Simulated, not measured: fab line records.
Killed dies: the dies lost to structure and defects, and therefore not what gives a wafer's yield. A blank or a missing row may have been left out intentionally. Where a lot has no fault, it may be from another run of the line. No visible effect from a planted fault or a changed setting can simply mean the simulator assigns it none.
fab line records	flow n5_finfet
[record] lots = 8	wafers = 24	last_day = 17
route steps=1938 shown FIN_SAQP@114 BEOL_M4@1111
lots that met no fault: taken from a fault-free run of the same line
start_h: the number of hours between the record's first day and the start of the first shown wafer of the lot	wait_h: hours elapsed since this lot's preceding step	" identical to the entry in the row above	L1.1+2: several wafers, shown together as one row	- either no value or no given start	* or withheld: withheld	< > ~ a bound
route shown NAME@n: a module of which the file shows steps, and the number in the route of the first	usual: mean/standard deviation of fault-free wafers	same: alike in all rows	chamber/n: place in a boat	sites: readings site by site	_std_site: how widely they spread, as a standard deviation	_edge_site: inner sites' mean taken away from outer sites' mean	radius_mm: for every site, how far away it sits from the centre of the wafer	mask NAME#n: copy n	behind: the most recent tool/chamber to have shaped the wafer	hold: the reason the lot was held/the length of the hold in hours/how it ended	device: transistor that didn't switch, given as n, p or np	end of line: at the end of the route, the tests of the same wafers	for a step that has no rows: nothing shown but its recipe	killed: not the wafer's yield, but the dies lost to structure and defects at the first sort	map: dies across one wafer; x = killed, . = not, _ = none there
set.NAME: the run value of the setting; set.NAME@STEP: its run value at that earlier step	model.NAME: the simulator's own value behind a step, which no gauge read
the route's steps for a sample of lots (tables are steps, rows are wafers)
services: the hour from which a tool's chamber was out of use, counted from the record's first day as start_h (under 0 if before that day), plus the number of hours and why
[[steps]]
[step N5_FIN_SAQP_DESCUM_21]
[recipe] chemistry = O2	time_s = 7.9	source_power_w = 50	bias_power_w = 20	pressure_mtorr = 20	rf_frequency_hz = 2.712e+07	temp_c = 40	resist = CAR-ArF	o2_flow_sccm = 225
[usual] drypump_motor_current_A = 5.7/0.36	oes_product_au = 0.79/0.093	rf_vpp_V = 242.8/0.96	showerhead_plenum_p_Torr = 2.06/0.055	temp_c = 39.99/0.1	throttle_valve_pct = 20.44/0.16
lot.wafer	tool	chamber	start_h	wait_h	drypump_motor_current_A	oes_product_au	rf_hours_counter_h	rf_vpp_V	showerhead_plenum_p_Torr	temp_c	throttle_valve_pct
L732.1	rie_diel-06	3	24.18	1.7	5.5	1.01	0	243.0	2.05	39.92	20.19
L732.3	"	2	"	"	5.5	0.81	127	243.1	2.10	39.96	20.64
L732.6	"	3	"	"	5.5	1.00	-	241.7	2.05	40.04	20.20
L734.4	rie_diel-06	1	35.70	0.7	6.2	0.66	240	242.2	2.04	39.97	20.85
L734.5	"	2	"	"	5.5	0.79	-	243.3	2.10	40.02	20.64
L734.6	"	1	"	"	6.1	0.67	-	243.8	2.04	40.04	20.86
L735.2	rie_diel-04	2	40.06	0.5	6.0	0.75	162	243.3	2.08	40.16	20.34
L735.3	"	1	"	"	5.1	0.82	105	241.9	2.00	39.96	20.55
L735.6	"	1	"	"	5.1	0.82	-	242.7	2.00	40.05	20.58
L743.1	rie_diel-06	1	88.94	0.3	6.1	0.99	4	241.7	2.03	40.06	20.36
L743.4	"	0	"	"	5.7	0.67	222	242.9	2.06	40.06	20.36
L743.5	"	0	"	"	5.7	0.67	-	242.6	2.06	40.01	20.38
L746.4	rie_diel-04	2	105.73	0.1	6.0	0.73	184	243.6	2.07	39.97	20.36
L746.5	"	3	"	"	5.5	0.80	-	242.4	2.04	39.91	20.49
L746.6	"	0	"	"	6.1	0.74	-	244.8	2.19	39.79	20.54
L747.1	rie_diel-06	1	112.80	0.0	6.2	0.97	11	242.3	2.03	40.14	20.37
L747.3	"	2	"	"	5.5	0.75	162	242.9	2.09	40.06	20.69
L747.5	"	2	"	"	5.5	0.75	-	244.0	2.09	39.97	20.68
L750.1	rie_diel-06	1	131.64	0.0	6.1	0.95	18	242.3	2.02	40.14	20.39
L750.2	"	2	"	"	5.5	0.74	168	241.9	2.09	39.96	20.69
L750.3	"	0	"	"	5.7	0.67	238	242.6	2.05	40.08	20.40
L755.3	rie_diel-06	3	161.15	0.0	5.5	0.87	55	242.4	2.04	39.91	20.28
L755.4	"	1	"	"	6.2	0.92	-	243.0	2.02	39.85	20.43
L755.5	"	0	"	"	5.7	0.65	-	242.7	2.04	39.98	20.42
[step N5_FIN_SAQP_SPACER1_ALD_24]
[recipe] material = SiO2	target_thk_a = 203	temp_c = 300	ald_precursor_family = BDEAS	ald_co_reactant = O2-plasma	pulse_time_s = 1	purge_time_s = 2	co_reactant_purge_time_s = 2	ald_cycles = 218	pressure_torr = 2
[usual] heater_power_outer_w = 268/26	heater_power_w = 489/38	precursor_pulse_height_rel = 1.000/0.019
lot.wafer	tool	chamber	start_h	wait_h	heater_power_outer_w	heater_power_w	precursor_pulse_height_rel
L732.1	ald_sin-01	2	25.52	0.3	253	474	0.994
L732.3	"	3	"	"	250	461	1.006
L732.6	"	0	"	"	260	513	1.009
L734.4	ald_sin-03	2	36.91	0.1	327	560	1.024
L734.5	"	2	"	"	338	576	1.005
L734.6	"	3	"	"	283	501	1.011
L735.2	ald_sin-01	1	41.18	0.3	281	559	0.980
L735.3	"	2	"	"	253	479	1.038
L735.6	"	1	"	"	288	565	0.984
L743.1	ald_sin-02	2	90.89	0.6	269	472	0.979
L743.4	"	3	"	"	269	475	1.005
L743.5	"	2	"	"	266	475	1.022
L746.4	ald_sin-03	2	106.81	0.1	316	570	0.964
L746.5	"	3	"	"	284	511	0.972
L746.6	"	0	"	"	215	426	1.008
L747.1	ald_sin-01	1	113.91	0.3	287	552	0.994
L747.3	"	2	"	"	249	474	1.000
L747.5	"	2	"	"	260	473	0.991
L750.1	ald_sin-03	3	132.72	0.3	283	516	0.979
L750.2	"	1	"	"	247	445	1.005
L750.3	"	0	"	"	216	441	0.952
L755.3	ald_sin-02	1	162.24	0.1	273	480	1.056
L755.4	"	2	"	"	274	475	0.991
L755.5	"	1	"	"	287	489	1.010
[step N5_FIN_SAQP_ETCH_57]
[recipe] chemistry = CH3F/O2	target = SiNx	mask_material = SiO2	target_depth_a = 325	time_s = 46.4	pressure_mtorr = 30	source_w = 395	bias_w = 73	Ar_flow_sccm = 150	CH3F_flow_sccm = 30	O2_flow_sccm = 20	ion_energy_ev = 120	ends = cleared
[usual] drypump_motor_current_A = 5.6/0.4	etch_rf_on_time_s = 46.7/1.3	oes_ar_750_au = 0.78/0.078	oes_product_au = 0.66/0.07	rf_vpp_V = 294/9.2	showerhead_plenum_p_Torr = 1.98/0.052	throttle_valve_pct = 16.37/0.18
lot.wafer	tool	chamber	start_h	wait_h	drypump_motor_current_A	etch_rf_on_time_s	oes_ar_750_au	oes_product_au	rf_hours_counter_h	rf_vpp_V	showerhead_plenum_p_Torr	throttle_valve_pct
L732.1	rie_diel-04	3	26.87	0.4	5.5	44.2	0.86	0.73	68	293	1.97	16.38
L732.3	"	0	"	"	6.1	44.5	0.76	0.65	164	290	2.08	16.31
L732.6	"	1	"	"	5.1	46.0	0.80	0.69	-	291	1.95	16.61
L734.4	rie_diel-04	2	38.07	0.1	6.0	47.7	0.75	0.63	-	287	1.99	16.30
L734.5	"	1	"	"	5.1	45.7	0.79	0.68	-	290	1.94	16.59
L734.6	"	3	"	"	5.5	44.5	0.85	0.72	-	292	1.97	16.40
L735.2	rie_diel-06	1	42.14	0.0	6.2	47.3	0.65	0.57	243	316	1.96	16.89
L735.3	"	2	"	"	5.5	48.3	0.76	0.67	135	305	2.00	16.48
L735.6	"	1	"	"	6.2	48.3	0.66	0.57	-	315	1.96	16.89
L743.1	rie_diel-06	1	91.87	0.0	6.2	45.0	0.95	0.86	5	316	1.96	16.37
L743.4	"	3	"	"	5.5	46.0	0.90	0.78	29	298	1.98	16.26
L743.5	"	0	"	"	5.7	47.4	0.70	0.58	-	277	1.99	16.48
L746.4	rie_diel-04	2	107.78	0.0	6.0	60.9	0.73	0.53	184	285	1.98	16.33
L746.5	"	2	"	"	6.0	63.4	0.73	0.54	-	285	1.98	16.34
L746.6	"	3	"	"	5.5	59.1	0.83	0.61	-	294	1.96	16.44
L747.1	rie_diel-04	1	114.96	0.1	5.1	58.5	0.78	0.58	129	290	1.94	16.64
L747.3	"	2	"	"	6.0	60.6	0.72	0.54	186	284	1.98	16.33
L747.5	"	1	"	"	5.1	60.3	0.78	0.58	-	290	1.94	16.65
L750.1	rie_diel-04	0	133.73	0.0	6.1	58.7	0.73	0.54	196	289	2.07	16.37
L750.2	"	3	"	"	5.5	55.8	0.82	0.59	105	294	1.96	16.47
L750.3	"	2	"	"	6.0	60.3	0.72	0.53	193	285	1.98	16.36
L755.3	rie_diel-02	3	163.20	0.0	5.2	45.5	0.89	0.74	44	296	1.96	16.41
L755.4	"	0	"	"	5.9	47.8	0.70	0.61	225	306	2.06	16.30
L755.5	"	2	"	"	4.8	48.1	0.74	0.63	-	293	2.04	16.16
[step N5_FIN_SAQP_HM_OPEN_33]
[recipe] chemistry = CH3F/O2	target = SiNx	mask_material = SiO2	target_depth_a = 494	time_s = 70.6	pressure_mtorr = 30	source_w = 395	bias_w = 73	Ar_flow_sccm = 150	CH3F_flow_sccm = 30	O2_flow_sccm = 20	ion_energy_ev = 120	ends = cleared
[usual] drypump_motor_current_A = 5.6/0.38	etch_rf_on_time_s = 68.9/1.9	oes_ar_750_au = 0.78/0.082	oes_product_au = 0.67/0.074	rf_vpp_V = 294/9.7	showerhead_plenum_p_Torr = 1.99/0.048	throttle_valve_pct = 16.39/0.18
lot.wafer	tool	chamber	start_h	wait_h	drypump_motor_current_A	etch_rf_on_time_s	oes_ar_750_au	oes_product_au	rf_hours_counter_h	rf_vpp_V	showerhead_plenum_p_Torr	throttle_valve_pct
L732.1	rie_diel-06	1	28.60	0.2	6.2	69.9	0.66	0.57	236	313	1.96	16.88
L732.3	"	3	"	"	5.5	68.6	0.98	0.85	2	297	1.98	16.21
L732.6	"	2	"	"	5.5	70.8	0.77	0.67	-	306	2.00	16.47
L734.4	rie_diel-04	1	39.77	0.1	5.1	67.7	0.80	0.68	105	291	1.94	16.61
L734.5	"	1	"	"	5.1	68.7	0.79	0.69	-	291	1.94	16.61
L734.6	"	0	"	"	6.1	67.2	0.75	0.64	-	289	2.08	16.31
L735.2	rie_diel-04	2	44.08	0.1	6.0	70.7	0.74	0.63	163	286	1.99	16.31
L735.3	"	3	"	"	5.5	67.4	0.85	0.72	77	293	1.97	16.40
L735.6	"	1	"	"	5.1	69.4	0.80	0.68	-	290	1.94	16.60
L743.1	rie_diel-06	0	93.53	0.1	5.7	68.3	0.70	0.58	224	275	1.99	16.49
L743.4	"	1	"	"	6.2	67.2	0.95	0.84	6	316	1.96	16.37
L743.5	"	3	"	"	5.5	68.8	0.90	0.78	-	298	1.98	16.24
L746.4	rie_diel-02	2	109.45	0.0	4.8	70.1	0.76	0.66	156	294	2.05	16.14
L746.5	"	0	"	"	5.9	70.2	0.72	0.62	-	307	2.07	16.26
L746.6	"	3	"	"	5.2	65.4	0.92	0.77	-	297	1.96	16.39
L747.1	rie_diel-02	0	116.75	0.0	5.9	67.5	0.72	0.63	209	305	2.07	16.26
L747.3	"	2	"	"	4.8	69.0	0.75	0.65	158	291	2.05	16.12
L747.5	"	1	"	"	5.6	71.0	0.72	0.63	-	288	1.89	16.11
L750.1	rie_diel-04	3	135.73	0.3	5.5	66.1	0.82	0.68	106	292	1.96	16.48
L750.2	"	1	"	"	5.1	67.6	0.77	0.65	136	291	1.93	16.67
L750.3	"	0	"	"	6.1	68.5	0.74	0.61	197	290	2.07	16.37
L755.3	rie_diel-04	3	164.80	0.1	5.5	68.5	0.81	0.67	116	293	1.96	16.49
L755.4	"	1	"	"	5.1	67.7	0.76	0.65	147	290	1.93	16.67
L755.5	"	3	"	"	5.5	67.0	0.81	0.67	-	292	1.96	16.48
[step N5_BEOL_M4_RC_MEAS_101]
[usual] DIBL_N = 37.3/2.3	DIBL_P = 37.4/2.9	IOFF_N = 0.18/0.045	IOFF_P = 0.25/0.054	ION_N = 679/15	ION_P = 468/9.7	SS_N = 71.8/0.62	SS_P = 73.6/0.76	VT_N = 248/4.1	VT_P = -248/3.6
lot.wafer	tool	chamber	start_h	wait_h	DIBL_N[mV/V]	DIBL_P[mV/V]	IOFF_N[nA/um]	IOFF_P[nA/um]	ION_N[uA/um]	ION_P[uA/um]	SS_N[mV/dec]	SS_P[mV/dec]	VT_N[mV]	VT_P[mV]
L732.1	prober-02	0	163.72	0.0	40.0	39.1	0.22	0.33	686	470	71.7	73.7	242	-242
L732.3	"	0	"	"	36.8	35.1	0.16	0.23	680	469	71.4	73.0	249	-248
L732.6	"	0	"	"	42.1	40.9	0.27	0.35	691	472	72.3	74.2	243	-241
L735.2	prober-01	0	189.22	0.2	37.0	38.6	0.17	0.24	697	480	71.6	72.8	247	-249
L735.3	"	0	"	"	32.8	32.4	0.09	0.14	651	450	71.4	71.4	259	-254
L735.6	"	0	"	"	34.7	35.2	0.12	0.18	666	459	71.6	72.1	253	-249
L734.4	prober-02	0	189.93	0.5	33.6	32.9	0.12	0.20	655	456	71.0	73.3	252	-247
L734.5	"	0	"	"	32.9	33.4	0.12	0.20	667	469	70.7	72.9	255	-248
L734.6	"	0	"	"	37.0	36.0	0.18	0.24	675	464	71.3	73.5	247	-249
L743.1	prober-02	0	236.47	0.0	38.0	39.3	0.22	0.24	696	471	71.9	73.7	245	-251
L743.4	"	0	"	"	37.5	38.2	0.17	0.21	675	455	72.6	73.8	248	-253
L743.5	"	0	"	"	39.2	40.2	0.25	0.26	702	467	71.9	73.8	242	-247
L746.4	prober-01	0	242.36	0.5	38.6	39.5	0.19	0.26	668	457	72.1	74.2	248	-251
L746.5	"	0	"	"	37.7	38.2	0.17	0.25	683	469	72.4	73.5	248	-251
L746.6	"	0	"	"	35.2	35.6	0.12	0.21	647	448	72.0	74.0	253	-252
L747.1	prober-01	0	262.31	0.0	41.3	41.0	0.29	0.34	697	476	71.5	74.8	239	-244
L747.3	"	0	"	"	36.2	35.4	0.17	0.23	689	479	71.1	73.6	246	-246
L747.5	"	0	"	"	35.9	33.3	0.14	0.19	667	455	71.7	72.6	251	-250
L750.1	prober-01	0	274.23	0.0	38.1	38.7	0.18	0.23	679	459	72.0	73.5	246	-250
L750.2	"	0	"	"	39.1	39.5	0.20	0.24	674	458	71.9	73.8	246	-250
L750.3	"	0	"	"	36.4	35.6	0.16	0.19	685	465	71.9	73.0	249	-252
L755.3	prober-02	0	301.76	0.3	38.2	36.8	0.19	0.30	680	476	71.5	73.7	246	-242
L755.4	"	0	"	"	37.2	36.0	0.18	0.26	681	468	71.3	73.0	246	-246
L755.5	"	0	"	"	34.7	33.0	0.13	0.21	675	472	71.0	72.6	251	-248
[[services]]
tool	chamber	start_h	hours	kind
rie_diel-06	3	5.47	-	clean
rie_diel-06	3	5.47	-	consumable_replace:focus_ring
rie_diel-06	3	5.47	17.9	scheduled_down
rie_diel-06	3	5.47	17.9	vent_cycle
rie_diel-06	2	12.79	1.6	repair
rie_diel-02	-	18.38	22.0	repair
ald_sin-03	2	19.68	6.3	repair
rie_diel-04	0	29.17	9.4	repair
rie_diel-06	0	57.42	4.3	repair
rie_diel-02	2	60.12	4.3	repair
ald_sin-02	-	61.63	6.1	pm
rie_diel-06	1	61.97	-	clean
rie_diel-06	1	61.97	-	consumable_replace:focus_ring
rie_diel-06	1	61.97	16.0	scheduled_down
rie_diel-06	1	61.97	16.0	vent_cycle
rie_diel-04	3	69.58	3.5	repair
rie_diel-02	1	71.49	3.0	repair
ald_sin-03	-	85.78	14.0	pm
ald_sin-03	0	85.78	14.0	vent_cycle
ald_sin-03	1	85.78	14.0	vent_cycle
ald_sin-03	2	85.78	14.0	vent_cycle
ald_sin-03	3	85.78	14.0	vent_cycle
ald_sin-03	3	119.68	10.7	repair
rie_diel-06	2	148.52	29.0	repair
[[key]]
[first_sign] step = N5_FIN_SAQP_ETCH_57	reading = etch_rf_on_time_s	direction = up	sigmas = 10	usual = *	struck = *
[effect] step = N5_FIN_SAQP_ETCH_57	reading = oes_product_au	direction = down	sigmas = 1.5	usual = 0.66	struck = 0.56
met_at N5_FIN_SAQP_ETCH_57
struck_lots L746,L747,L750
not_acting_at N5_FIN_SAQP_DESCUM_21,N5_FIN_SAQP_SPACER1_ALD_24,N5_FIN_SAQP_HM_OPEN_33
onset_between 38.07 107.78
[fault] kind = process_parameter_drift	tool = rie_diel-04	chamber = -	onset_h = 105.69	steps = N5_FIN_SAQP_ETCH_57	channel = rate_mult	offset = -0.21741	shape = step	end_h = 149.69
